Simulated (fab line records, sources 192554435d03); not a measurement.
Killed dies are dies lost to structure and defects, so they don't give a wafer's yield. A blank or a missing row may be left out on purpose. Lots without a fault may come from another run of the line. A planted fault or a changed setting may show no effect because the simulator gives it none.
One fault seen from 3 desks | flow n5_finfet | each desk has only its own numbers; what lay behind them comes last

THE TOOL OWNER'S DESK: rie_diel-04
The tool's own readings at N5_MOL_CONTACT_COAG_ETCHBACK_134 (etches SiO2 in CHF3, target depth 10 nm, time 6.7 s): means of the sampled wafers that have a number, for each lot that ran on this tool. A lot is out of limits, marked OUT, if its mean lies more than 4 standard deviations from the usual mean; the brackets give that distance.
Columns: A = drypump_motor_current_A at N5_MOL_CONTACT_COAG_ETCHBACK_134, usual 5.7 A; B = oes_product_au at N5_MOL_CONTACT_COAG_ETCHBACK_134, usual 0.80 a.u.; C = rf_vpp_V at N5_MOL_CONTACT_COAG_ETCHBACK_134, usual 530 V; D = showerhead_plenum_p_Torr at N5_MOL_CONTACT_COAG_ETCHBACK_134, usual 2.42 Torr; E = throttle_valve_pct at N5_MOL_CONTACT_COAG_ETCHBACK_134, usual 18.75 %
lot  | first seen here | A   | B    | C   | D    | E
L845 | day 6 09:26     | 5.3 | 0.88 | 527 | 2.47 | 18.57
L847 | day 6 20:52     | 5.3 | 0.92 | 513 | 2.30 | 18.79
L850 | day 7 18:22     | 5.2 | 0.95 | 525 | 2.45 | 18.74
This desk's finding: nothing out of limits on any of the 3 lots.

THE DEFECT DESK
What the inspections along the route counted, lot by lot: means of the sampled wafers that have a number. A lot is out of limits, marked OUT, if its mean lies more than 4 standard deviations from the usual mean; the brackets give that distance.
Columns: A = raw_defect_count at N5_MOL_CONTACT_COAG_INSPECT_42, usual 188
lot  | first seen here | A
L840 | day 5 04:30     | 243
L845 | day 6 09:05     | 196
L847 | day 6 19:44     | 158
L850 | day 7 17:49     | 140
L856 | day 9 03:02     | 164
L857 | day 9 08:58     | 229
This desk's finding: nothing out of limits on any of the 6 lots.

THE METROLOGY DESK
What the gauges read, lot by lot, whatever tool the lot ran on: means of the sampled wafers that have a number. A lot is out of limits, marked OUT, if its mean lies more than 4 standard deviations from the usual mean; the brackets give that distance. Of its 12 readings 7 are shown: those that lie furthest out on some lot.
Columns: A = cd_nm at N5_MOL_CONTACT_COAG_CD_MEAS_40, usual 25.08 nm; B = DIBL_P at N5_BEOL_M4_RC_MEAS_101, usual 37.4 mV/V; C = IOFF_N at N5_BEOL_M4_RC_MEAS_101, usual 0.18 nA/um; D = IOFF_P at N5_BEOL_M4_RC_MEAS_101, usual 0.23 nA/um; E = SS_P at N5_BEOL_M4_RC_MEAS_101, usual 73.5 mV/dec; F = VT_N at N5_BEOL_M4_RC_MEAS_101, usual 249 mV; G = VT_P at N5_BEOL_M4_RC_MEAS_101, usual -250 mV
lot  | first seen here | A     | B    | C    | D    | E    | F   | G
L840 | day 5 04:25     | 24.78 | 35.7 | 0.15 | 0.19 | 73.6 | 252 | -254
L845 | day 6 08:59     | 25.31 | 41.4 | 0.23 | 0.30 | 74.5 | 244 | -247
L847 | day 6 19:39     | 24.97 | 39.5 | 0.23 | 0.27 | 74.1 | 245 | -247
L850 | day 7 17:43     | 25.14 | 37.2 | 0.16 | 0.18 | 73.1 | 250 | -256
L856 | day 9 02:57     | 24.82 | 38.8 | 0.17 | 0.24 | 73.5 | 251 | -250
L857 | day 9 08:52     | 24.90 | 38.6 | 0.17 | 0.24 | 73.7 | 251 | -249
This desk's finding: nothing out of limits on any of the 6 lots.

PUT TOGETHER
The tool owner's desk saw nothing out of limits.
The defect desk saw nothing out of limits.
The metrology desk saw nothing out of limits.

WHAT THE SIMULATOR HAD PUT IN
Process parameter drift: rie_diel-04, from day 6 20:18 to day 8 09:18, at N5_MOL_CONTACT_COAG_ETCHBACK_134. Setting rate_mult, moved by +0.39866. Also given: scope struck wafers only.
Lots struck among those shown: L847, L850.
